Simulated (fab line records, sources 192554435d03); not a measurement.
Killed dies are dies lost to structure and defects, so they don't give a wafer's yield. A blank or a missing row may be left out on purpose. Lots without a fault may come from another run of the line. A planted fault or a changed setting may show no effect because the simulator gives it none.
fab line records | flow n5_finfet
record lots=10 wafers=30 last_day=19
route steps=1938 shown BEOL_M3@1004 BEOL_M4@1111 PASSIVATION@1936
lots that met no fault: from a run of the same line without faults
start_h: hours from the record's first day to the start of the lot's first wafer shown | wait_h: hours since the lot's step before | " the same as in the row above | L1.1+2: a row that stands for several wafers | - no value, or no start given | * or withheld: withheld | < > ~ a bound
route shown NAME@n: a module of which the file shows steps, and the number in the route of the first | usual: mean/standard deviation of fault-free wafers | same: alike in all rows | chamber/n: place in a boat | sites: the reading at each site | _std_site: their standard deviation | _edge_site: outer sites' mean less inner sites' | radius_mm: how far each site lies from the wafer's centre | mask NAME#n: copy n | behind: the tool/chamber that last shaped the wafer | hold: why the lot was held/for how many hours/how that ended | device: the transistor (n, p or np) that didn't switch | end of line: the same wafers' tests at the end of the route | a step without rows: its recipe alone | killed: dies lost to structure and defects at the first sort, not the wafer's yield | map: a wafer's dies, x killed, . not, _ none there
set.NAME: the setting as run; set.NAME@STEP: as run at that earlier step | model.NAME: the simulator's own value behind a step, which no gauge read
steps of the route over a sample of lots; a table a step, a row a wafer
services: from which hour (start_h, from the record's first day; less than 0 if before it) a tool's chamber was out of use, for how many hours, and why
## steps
# step N5_BEOL_M3_SPUTTER_90
# recipe material=Cu target_thk_a=45 temp_c=-20 chamber_pressure_pa=0.07 power_w=withheld time_s=8.29
# usual susceptor_temp_C=-19.99/0.11 throttle_valve_pct=29.6/0.9
# columns lot.wafer tool chamber start_h wait_h susceptor_temp_C throttle_valve_pct
L414.2 pvd_sputter-01 - 207.98 0.1 -19.91 29.9
L414.4 " - " " -19.99 31.4
L414.6 " - " " -19.95 28.6
L413.3 pvd_sputter-01 - 210.40 0.1 -19.98 28.5
L413.4 " - " " -20.06 31.3
L413.6 " - " " -19.92 28.6
L418.2 pvd_sputter-02 - 269.09 0.1 -19.92 28.5
L418.4 " - " " -19.92 29.6
L418.5 " - " " -20.04 28.2
L419.1 pvd_sputter-02 - 272.28 0.1 -19.85 29.6
L419.3 " - " " -19.93 29.2
L419.6 " - " " -19.97 29.5
L421.3 pvd_sputter-02 - 276.12 0.1 -20.11 29.4
L421.4 " - " " -20.31 29.3
L421.5 " - " " -20.08 28.7
L425.3 pvd_sputter-01 - 282.26 0.1 -20.16 29.6
L425.4 " - " " -19.86 28.5
L425.5 " - " " -20.01 28.3
L427.3 pvd_sputter-03 - 290.21 0.1 -19.93 30.0
L427.5 " - " " -19.94 29.9
L427.6 " - " " -19.98 29.2
L428.2 pvd_sputter-02 - 294.36 0.1 -19.92 30.0
L428.3 " - " " -20.14 29.5
L428.6 " - " " -20.20 28.5
L429.1 pvd_sputter-02 - 306.47 0.1 -20.00 29.4
L429.2 " - " " -20.13 28.6
L429.3 " - " " -19.95 29.5
L430.1 pvd_sputter-02 - 311.85 0.1 -19.84 29.2
L430.2 " - " " -19.92 30.1
L430.4 " - " " -19.82 28.3
# step N5_BEOL_M3_SPUTTER_92
# recipe material=Cu target_thk_a=45 temp_c=-20 chamber_pressure_pa=0.07 power_w=withheld time_s=8.29
# usual susceptor_temp_C=-20.02/0.098 throttle_valve_pct=29.6/0.88
# columns lot.wafer tool chamber start_h wait_h susceptor_temp_C throttle_valve_pct
L414.2 pvd_sputter-01 - 208.20 0.1 -20.02 29.7
L414.4 " - " " -19.83 31.2
L414.6 " - " " -19.91 28.4
L413.3 pvd_sputter-01 - 210.62 0.1 -19.94 28.5
L413.4 " - " " -19.83 31.6
L413.6 " - " " -19.94 28.8
L418.2 pvd_sputter-02 - 269.31 0.1 -19.91 28.7
L418.4 " - " " -20.13 29.9
L418.5 " - " " -19.86 28.6
L419.1 pvd_sputter-02 - 272.50 0.1 -20.15 29.5
L419.3 " - " " -20.06 29.4
L419.6 " - " " -19.91 29.4
L421.3 pvd_sputter-02 - 276.34 0.1 -19.90 29.3
L421.4 " - " " -19.96 29.7
L421.5 " - " " -20.05 28.6
L425.3 pvd_sputter-01 - 282.48 0.1 -20.04 30.0
L425.4 " - " " -20.08 28.5
L425.5 " - " " -20.05 28.8
L427.3 pvd_sputter-03 - 290.43 0.1 -19.99 29.7
L427.5 " - " " -20.01 30.0
L427.6 " - " " -19.93 29.1
L428.2 pvd_sputter-02 - 294.58 0.1 -20.04 29.9
L428.3 " - " " -20.11 29.3
L428.6 " - " " -19.92 28.5
L429.1 pvd_sputter-02 - 306.69 0.1 -20.01 29.6
L429.2 " - " " -19.93 28.6
L429.3 " - " " -20.13 29.7
L430.1 pvd_sputter-02 - 312.07 0.1 -20.24 29.3
L430.2 " - " " -19.94 30.1
L430.4 " - " " -20.13 28.4
# step N5_BEOL_M3_CO_CAP_55
# recipe material=Co target_thk_a=20 temp_c=200 precursor=CCTBA/H2 pressure_torr=30 time_s=102.1
# usual heater_power_w=260/14 susceptor_temp_C=199.98/0.16
# columns lot.wafer tool chamber start_h wait_h heater_power_w susceptor_temp_C
L414.2 cvd_co-02 2 209.52 0.0 237 200.05
L414.4 " 2 " " 245 200.21
L414.6 " 0 " " 276 199.79
L413.3 cvd_co-01 0 211.92 0.0 247 200.05
L413.4 " 1 " " 258 199.55
L413.6 " 2 " " 265 200.11
L418.2 cvd_co-01 0 271.10 0.0 249 199.70
L418.4 " 0 " " 253 199.90
L418.5 " 0 " " 253 200.01
L419.1 cvd_co-01 1 273.89 0.0 264 200.05
L419.3 " 2 " " 256 199.86
L419.6 " 2 " " 259 200.07
L421.3 cvd_co-01 1 277.76 0.0 268 199.78
L421.4 " 0 " " 254 199.74
L421.5 " 1 " " 268 199.91
L425.3 cvd_co-01 0 283.79 0.0 249 199.65
L425.4 " 1 " " 266 200.09
L425.5 " 2 " " 261 200.09
L427.3 cvd_co-02 0 291.74 0.0 281 199.82
L427.5 " 0 " " 281 199.93
L427.6 " 1 " " 250 200.09
L428.2 cvd_co-01 2 295.89 0.0 262 200.04
L428.3 " 1 " " 268 199.83
L428.6 " 1 " " 260 199.98
L429.1 cvd_co-02 2 307.99 0.0 247 200.03
L429.2 " 1 " " 251 199.88
L429.3 " 0 " " 278 200.08
L430.1 cvd_co-02 1 313.37 0.0 248 200.14
L430.2 " 2 " " 251 199.78
L430.4 " 1 " " 256 199.76
# step N5_BEOL_M3_DEP_57
# recipe material=SiCN target_thk_a=80 temp_c=withheld precursor=3MS/NH3 pressure_torr=3 rf_w=202 time_s=14
# usual chamber_pressure_Torr=2.999/0.0062 rf_fwd_power_W=199.5/1 showerhead_plenum_p_Torr=3.658/0.013 throttle_valve_pct=8.9/0.48
# columns lot.wafer tool chamber start_h wait_h chamber_pressure_Torr rf_fwd_power_W showerhead_plenum_p_Torr throttle_valve_pct
L414.2 pecvd-04 1 209.64 0.0 3.001 200.6 3.671 8.7
L414.4 " 1 " " 3.008 199.5 3.669 8.7
L414.6 " 2 " " 2.997 199.0 3.666 8.4
L413.3 pecvd-01 0 212.07 0.0 2.986 199.7 3.660 9.5
L413.4 " 1 " " 3.004 200.8 3.631 8.5
L413.6 " 0 " " 2.985 198.7 3.663 9.5
L418.2 pecvd-01 1 271.25 0.0 - - - -
L418.4 " 1 " " - - - -
L418.5 " 2 " " - - - -
L419.1 pecvd-04 1 274.01 0.0 - - - -
L419.3 " 0 " " - - - -
L419.6 " 2 " " - - - -
L421.3 pecvd-01 2 277.88 0.0 - - - -
L421.4 " 0 " " - - - -
L421.5 " 2 " " - - - -
L425.3 pecvd-01 0 283.91 0.0 3.001 197.9 3.667 9.4
L425.4 " 2 " " 2.995 199.3 3.651 8.8
L425.5 " 1 " " 2.991 200.7 3.643 8.6
L427.3 pecvd-03 1 291.85 0.0 3.004 200.8 3.662 8.9
L427.5 " 0 " " 2.996 199.3 3.663 9.7
L427.6 " 1 " " 2.995 199.9 3.662 9.0
L428.2 pecvd-04 0 296.00 0.0 3.002 199.3 3.665 9.5
L428.3 " 2 " " 3.005 201.0 3.658 8.5
L428.6 " 0 " " 2.991 198.7 3.661 9.7
L429.1 pecvd-04 0 308.11 0.0 3.009 198.0 3.661 9.3
L429.2 " 2 " " 2.990 199.5 3.654 8.5
L429.3 " 1 " " 2.987 200.1 3.681 8.6
L430.1 pecvd-04 0 313.49 0.0 2.996 199.0 3.661 9.6
L430.2 " 2 " " 3.008 199.9 3.653 8.7
L430.4 " 0 " " 2.997 199.4 3.662 9.8
# step N5_BEOL_M4_RC_MEAS_101
# usual DIBL_N=36.3/1.6 DIBL_P=36.4/2.1 IOFF_N=0.16/0.032 IOFF_P=0.22/0.044 ION_N=675/12 ION_P=463/8.3 SS_N=71.6/0.64 SS_P=73.3/0.67 VT_N=250/3.3 VT_P=-250/3.7
# columns lot.wafer tool chamber start_h wait_h DIBL_N[mV/V] DIBL_P[mV/V] IOFF_N[nA/um] IOFF_P[nA/um] ION_N[uA/um] ION_P[uA/um] SS_N[mV/dec] SS_P[mV/dec] VT_N[mV] VT_P[mV]
L414.2 prober-01 0 231.91 0.2 35.5 36.4 0.16 0.22 679 465 71.4 73.5 248 -251
L414.4 " 0 " " 35.7 36.0 0.15 0.21 668 457 71.8 72.9 251 -248
L414.6 " 0 " " 34.7 34.5 0.13 0.18 663 451 71.7 73.5 253 -250
L413.3 prober-02 0 232.50 0.3 36.3 35.5 0.15 0.19 674 463 70.6 73.7 251 -251
L413.4 " 0 " " 35.1 33.6 0.13 0.17 667 462 70.5 73.0 250 -252
L413.6 " 0 " " 37.4 36.4 0.18 0.21 694 471 71.2 72.5 246 -254
L425.3 prober-01 0 308.73 0.3 38.0 37.5 0.20 0.26 699 471 72.3 74.3 246 -244
L425.4 " 0 " " 33.7 32.2 0.12 0.17 654 452 70.6 72.7 253 -250
L425.5 " 0 " " 34.7 33.5 0.13 0.18 674 461 71.4 74.0 251 -251
L427.3 prober-02 0 317.36 0.3 34.3 32.5 0.10 0.13 642 435 70.7 72.8 257 -258
L427.5 " 0 " " 34.8 33.8 0.12 0.14 676 460 71.0 73.8 253 -256
L427.6 " 0 " " 33.7 31.3 0.09 0.12 651 442 70.2 71.9 258 -259
L428.2 prober-01 0 321.76 0.2 34.4 34.3 0.15 0.21 678 465 71.0 72.0 246 -247
L428.3 " 0 " " 35.5 36.6 0.17 0.25 699 479 72.3 73.0 247 -246
L428.6 " 0 " " 38.4 40.4 0.24 0.32 690 468 72.9 74.0 243 -243
L429.1 prober-02 0 350.85 0.0 35.6 35.1 0.12 0.18 648 450 71.4 73.4 255 -253
L429.2 " 0 " " 34.9 34.2 0.12 0.17 672 464 70.7 73.2 254 -251
L429.3 " 0 " " 36.8 35.7 0.14 0.19 667 461 70.9 72.4 252 -253
L430.1 prober-02 0 354.48 0.0 35.4 36.1 0.13 0.16 665 456 71.8 72.6 254 -253
L430.2 " 0 " " 34.7 35.6 0.13 0.16 662 456 71.1 73.2 252 -256
L430.4 " 0 " " 40.7 41.8 0.24 0.26 697 463 73.0 74.2 245 -247
# step N5_PASSIVATION_PROBE_49
# usual defect_limited_yield=91.4/1.2 killed_at_M0_to_M3=35/11 killed_at_M4_up=14/6 killed_at_contacts=12/6.7 killed_at_front_end=37/9.7 killed_at_other=3.5/2.5 killed_dies=102/15 killed_on_rim=13/3.6 killed_open=67/12 killed_short=33/7.3 sort_bin_5_function=5.1/0.81 sort_bin_6_memory=3.2/0.65 sort_bin_8_speed=0.00/0.021 sort_n_pass=1078/15 sort_yield_pct=91.4/1.2
# same gross_dies=1180 killed_at_back_side=0 sort_bin_4_leakage[%]=0
# columns lot.wafer tool chamber start_h wait_h defect_limited_yield[%] killed_at_M0_to_M3 killed_at_M4_up killed_at_contacts killed_at_front_end killed_at_other killed_dies killed_on_rim killed_open killed_short sort_bin_5_function[%] sort_bin_6_memory[%] sort_bin_8_speed[%] sort_n_pass sort_yield_pct[%]
L413.3 prober-01 - 345.56 0.1 90.6 38 13 8 47 5 111 11 70 40 5.0 4.1 0 1069 90.6
L413.4 prober-01 - 345.61 0.2 90.5 47 3 3 53 6 112 10 68 44 5.2 3.5 0 1068 90.5
L413.6 prober-01 - 345.71 0.3 92.1 24 13 6 41 9 93 12 56 35 4.8 3.1 0 1087 92.1
L414.2 prober-01 - 354.99 0.1 90.8 34 18 5 47 5 109 18 77 32 5.5 3.7 0 1071 90.8
L414.4 prober-01 - 355.09 0.2 91.7 32 11 14 39 2 98 11 73 24 5.1 3.0 0 1082 91.7
L414.6 prober-01 - 355.19 0.3 91.9 33 22 4 36 1 96 11 63 31 4.6 3.1 0 1084 91.9
L421.3 prober-02 - 389.74 0.1 0 1128 18 8 24 2 1180 152 68 15 97.2 2.6 0 0 0
L421.4 prober-02 - 389.79 0.2 0 1119 18 5 34 4 1180 152 55 37 96.8 3.0 0 0 0
L421.5 prober-02 - 389.84 0.2 0 1121 22 6 28 3 1180 152 61 30 97.1 2.5 0 0 0
L418.2 prober-02 - 390.24 0.1 0 1120 7 10 38 5 1180 152 63 31 96.8 3.1 0 0 0
L418.4 prober-02 - 390.34 0.2 0 1117 14 5 39 5 1180 152 58 43 96.2 3.5 0 0 0
L418.5 prober-02 - 390.39 0.2 0 1098 11 27 43 1 1180 152 79 31 96.4 3.3 0 0 0
L419.1 prober-01 - 396.86 0.0 0 1117 20 10 30 3 1180 152 63 38 96.6 3.1 0 0 0
L419.3 prober-01 - 396.96 0.1 0 1102 20 18 35 5 1180 152 70 37 96.4 3.1 0 0 0
L419.6 prober-01 - 397.11 0.3 0 1098 14 13 49 6 1180 152 91 42 94.2 5.1 0 0 0
L428.2 prober-02 - 414.35 0.1 92.7 23 11 7 39 6 86 7 56 26 4.9 2.1 0 1094 92.7
L428.3 prober-02 - 414.40 0.1 91.4 24 6 4 61 7 102 10 69 33 4.5 3.7 0 1078 91.4
L428.6 prober-02 - 414.55 0.3 90.8 32 12 6 57 1 108 12 74 31 5.5 3.2 0 1072 90.8
L430.1 prober-01 - 463.58 0.0 92.6 38 17 2 26 4 87 12 56 31 4.8 2.3 0 1093 92.6
L430.2 prober-01 - 463.63 0.1 90.6 60 9 5 33 4 111 13 77 34 5.0 4.0 0 1069 90.6
L430.4 prober-01 - 463.73 0.2 93.6 34 12 6 22 2 76 6 52 23 3.5 2.8 0 1104 93.6
# killed by level:class
L413.3 FIN_SAQP:geometric_particle:open=10 STI_FIN_REVEAL:geometric_particle:open=10 BEOL_M2:geometric_particle:open=10 MOL_CONTACT_COAG:geometric_particle:open=7 BEOL_M0_SAQP:geometric_particle:open=6 BEOL_M3:geometric_particle:open=6 BEOL_M4:geometric_particle:short=5 FIN_SAQP:geometric_particle:short=4
L413.4 STI_FIN_REVEAL:geometric_particle:open=20 BEOL_M0_SAQP:geometric_particle:open=11 BEOL_M0_SAQP:geometric_particle:short=10 FIN_SAQP:geometric_particle:open=9 BEOL_M3:geometric_particle:open=9 BEOL_M3:geometric_particle:short=7 FIN_SAQP:geometric_particle:short=6 BEOL_M2:geometric_particle:open=5
L413.6 STI_FIN_REVEAL:geometric_particle:open=9 FIN_SAQP:geometric_particle:open=8 BEOL_M0_SAQP:geometric_particle:short=8 FIN_SAQP:geometric_particle:short=7 MOL_CONTACT_COAG:geometric_particle:open=5 BEOL_M2:geometric_particle:open=5 BEOL_M3:geometric_particle:open=5 STI_FIN_REVEAL:geometric_particle:short=4
L414.2 FIN_SAQP:geometric_particle:open=15 BEOL_M4:geometric_particle:open=12 STI_FIN_REVEAL:geometric_particle:open=11 FIN_SAQP:geometric_particle:short=8 BEOL_M3:geometric_particle:open=8 BEOL_M0_SAQP:geometric_particle:short=7 GATE_CUT:geometric_particle:short=5 MOL_CONTACT_COAG:geometric_particle:open=5
L414.4 MOL_CONTACT_COAG:geometric_particle:open=13 BEOL_M3:geometric_particle:open=11 DUMMY_GATE:geometric_particle:open=7 BEOL_M0_SAQP:geometric_particle:open=7 STARTING-WAFER:geometric_particle:open=7 BEOL_M4:geometric_particle:open=5 FIN_SAQP:geometric_particle:open=4 GATE_CUT:geometric_particle:short=4
L414.6 BEOL_M4:geometric_particle:open=14 BEOL_M0_SAQP:geometric_particle:open=13 BEOL_M0_SAQP:geometric_particle:short=12 STI_FIN_REVEAL:geometric_particle:open=8 FIN_SAQP:geometric_particle:open=5 GATE_CUT:geometric_particle:short=5 FIN_SAQP:geometric_particle:short=4 MOL_CONTACT_COAG:geometric_particle:open=4
L421.3 BEOL_M3:area_dep=1096 BEOL_M4:geometric_particle:open=13 BEOL_M1:geometric_particle:open=10 MOL_CONTACT_COAG:geometric_particle:open=8 BEOL_M0:geometric_particle:open=6 FIN_SAQP:geometric_particle:open=5 DUMMY_GATE:geometric_particle:open=5 BEOL_M3:geometric_particle:open=5
L421.4 BEOL_M3:area_dep=1086 BEOL_M0_SAQP:geometric_particle:short=8 FIN_SAQP:geometric_particle:short=7 BEOL_M4:geometric_particle:open=6 STI_FIN_REVEAL:geometric_particle:open=5 BEOL_M0_SAQP:geometric_particle:open=5 BEOL_M8:geometric_particle:open=5 BEOL_M1:geometric_particle:short=5
L421.5 BEOL_M3:area_dep=1089 BEOL_M0:geometric_particle:open=10 FIN_SAQP:geometric_particle:open=9 BEOL_M4:geometric_particle:open=6 BEOL_M1:geometric_particle:open=5 STARTING-WAFER:geometric_particle:short=5 DUMMY_GATE:geometric_particle:open=4 MOL_CONTACT_COAG:geometric_particle:open=4
L418.2 BEOL_M3:area_dep=1086 BEOL_M3:geometric_particle:open=12 STI_FIN_REVEAL:geometric_particle:open=9 MOL_CONTACT_COAG:geometric_particle:open=9 FIN_SAQP:geometric_particle:short=8 FIN_SAQP:geometric_particle:open=6 BEOL_M1:geometric_particle:open=6 DUMMY_GATE:geometric_particle:open=3
L418.4 BEOL_M3:area_dep=1079 BEOL_M0_SAQP:geometric_particle:short=12 BEOL_M3:geometric_particle:open=10 GATE_CUT:geometric_particle:open=7 BEOL_M0_SAQP:geometric_particle:open=7 FIN_SAQP:geometric_particle:short=6 FIN_SAQP:geometric_particle:open=4 STI_FIN_REVEAL:geometric_particle:open=4
L418.5 BEOL_M3:area_dep=1069 MOL_CONTACT_COAG:geometric_particle:open=25 FIN_SAQP:geometric_particle:open=9 FIN_SAQP:geometric_particle:short=9 GATE_CUT:geometric_particle:short=6 BEOL_M0_SAQP:geometric_particle:open=6 BEOL_M3:geometric_particle:open=6 STI_FIN_REVEAL:geometric_particle:open=5
L419.1 BEOL_M3:area_dep=1078 BEOL_M0_SAQP:geometric_particle:short=16 BEOL_M4:geometric_particle:open=13 BEOL_M0_SAQP:geometric_particle:open=10 MOL_CONTACT_COAG:geometric_particle:open=9 STI_FIN_REVEAL:geometric_particle:open=5 DUMMY_GATE:geometric_particle:open=5 BEOL_M3:geometric_particle:open=5
L419.3 BEOL_M3:area_dep=1071 MOL_CONTACT_COAG:geometric_particle:open=17 BEOL_M0_SAQP:geometric_particle:short=13 BEOL_M4:geometric_particle:open=12 GATE_CUT:geometric_particle:short=6 BEOL_M0_SAQP:geometric_particle:open=6 STI_FIN_REVEAL:geometric_particle:open=5 DUMMY_GATE:geometric_particle:open=5
L419.6 BEOL_M3:area_dep=1046 BEOL_M0_SAQP:geometric_particle:short=19 BEOL_M0_SAQP:geometric_particle:open=15 MOL_CONTACT_COAG:geometric_particle:open=12 FIN_SAQP:geometric_particle:open=11 DUMMY_GATE:geometric_particle:open=10 GATE_CUT:geometric_particle:short=9 BEOL_M3:geometric_particle:open=9
L428.2 FIN_SAQP:geometric_particle:open=15 BEOL_M2:geometric_particle:open=9 FIN_SAQP:geometric_particle:short=5 DUMMY_GATE:geometric_particle:open=5 MOL_CONTACT_COAG:geometric_particle:open=5 BEOL_M4:geometric_particle:open=4 MIM_TOP_ETCH:coat_microbubble_printed=4 GATE_CUT:geometric_particle:short=3
L428.3 FIN_SAQP:geometric_particle:open=31 BEOL_M1:geometric_particle:open=8 FIN_SAQP:geometric_particle:short=6 DUMMY_GATE:geometric_particle:open=6 GATE_CUT:geometric_particle:short=5 BEOL_M3:geometric_particle:open=5 MOL_CONTACT_COAG:geometric_particle:open=4 BEOL_M3:geometric_particle:short=4
L428.6 FIN_SAQP:geometric_particle:open=29 BEOL_M0_SAQP:geometric_particle:short=7 FIN_SAQP:geometric_particle:short=6 DUMMY_GATE:geometric_particle:open=6 BEOL_M2:geometric_particle:open=6 MOL_CONTACT_COAG:geometric_particle:open=6 BEOL_M0_SAQP:geometric_particle:open=6 BEOL_M3:geometric_particle:short=6
L430.1 BEOL_M3:geometric_particle:open=8 FIN_SAQP:geometric_particle:short=6 BEOL_M1:geometric_particle:open=6 BEOL_M0:geometric_particle:open=5 BEOL_M2:geometric_particle:open=5 BEOL_M8:geometric_particle:open=5 STI_FIN_REVEAL:geometric_particle:open=4 DUMMY_GATE:geometric_particle:open=4
L430.2 BEOL_M3:geometric_particle:open=17 BEOL_M2:geometric_particle:open=13 FIN_SAQP:geometric_particle:open=11 BEOL_M0_SAQP:geometric_particle:short=11 FIN_SAQP:geometric_particle:short=5 MOL_CONTACT_COAG:geometric_particle:open=5 BEOL_M0_SAQP:geometric_particle:open=5 BEOL_M0:geometric_particle:open=4
L430.4 BEOL_M2:geometric_particle:open=9 BEOL_M4:geometric_particle:open=7 MOL_CONTACT_COAG:geometric_particle:open=6 BEOL_M0_SAQP:geometric_particle:open=6 BEOL_M0_SAQP:geometric_particle:short=4 BEOL_M0:geometric_particle:open=4 STARTING-WAFER:geometric_particle:short=4 FIN_SAQP:geometric_particle:short=3
## services
# columns tool chamber start_h hours kind
pecvd-01 2 202.38 - clean
pecvd-01 2 202.38 - consumable_replace:showerhead
pecvd-01 2 202.38 29.0 scheduled_down
pecvd-01 2 202.38 29.0 vent_cycle
pecvd-03 - 208.14 1.6 repair
cvd_co-02 - 209.89 6.7 repair
cvd_co-02 - 216.64 2.8 pm
pecvd-03 1 232.77 5.5 scheduled_down
pecvd-01 - 236.93 14.6 pm
pecvd-04 2 238.07 2.1 scheduled_down
pecvd-03 0 244.60 - calibration
pecvd-01 - 266.95 2.8 pm
pecvd-01 1 278.52 4.2 repair
pecvd-01 2 284.94 19.7 repair
pecvd-04 - 296.71 4.4 repair
## key
first_sign step=N5_BEOL_M3_DEP_57 reading=tool_record direction=missing
effect step=N5_PASSIVATION_PROBE_49 reading=sort_bin_5_function direction=up sigmas=99+ usual=5.1 struck=96.4
more_kills_born_at N5_BEOL_M3_DEP_57@pecvd-01=6505 N5_BEOL_M3_DEP_57@pecvd-04=3195
met_at N5_BEOL_M3_DEP_57
struck_lots L418,L419,L421
later_rows_left_out L418.2,L418.4,L418.5,L419.1,L419.3,L419.6,L421.3,L421.4,L421.5
not_acting_at N5_BEOL_M3_SPUTTER_90,N5_BEOL_M3_SPUTTER_92,N5_BEOL_M3_CO_CAP_55
onset_between 212.07 271.25
fault kind=skipped_step_whole tool=pecvd-01,pecvd-04 chamber=- onset_h=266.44 steps=N5_BEOL_M3_DEP_57 scope=struck_lots_only
# later_rows_left_out: the simulator's readings of these wafers behind a module that went badly wrong aren't trusted and aren't shown, but for the sort
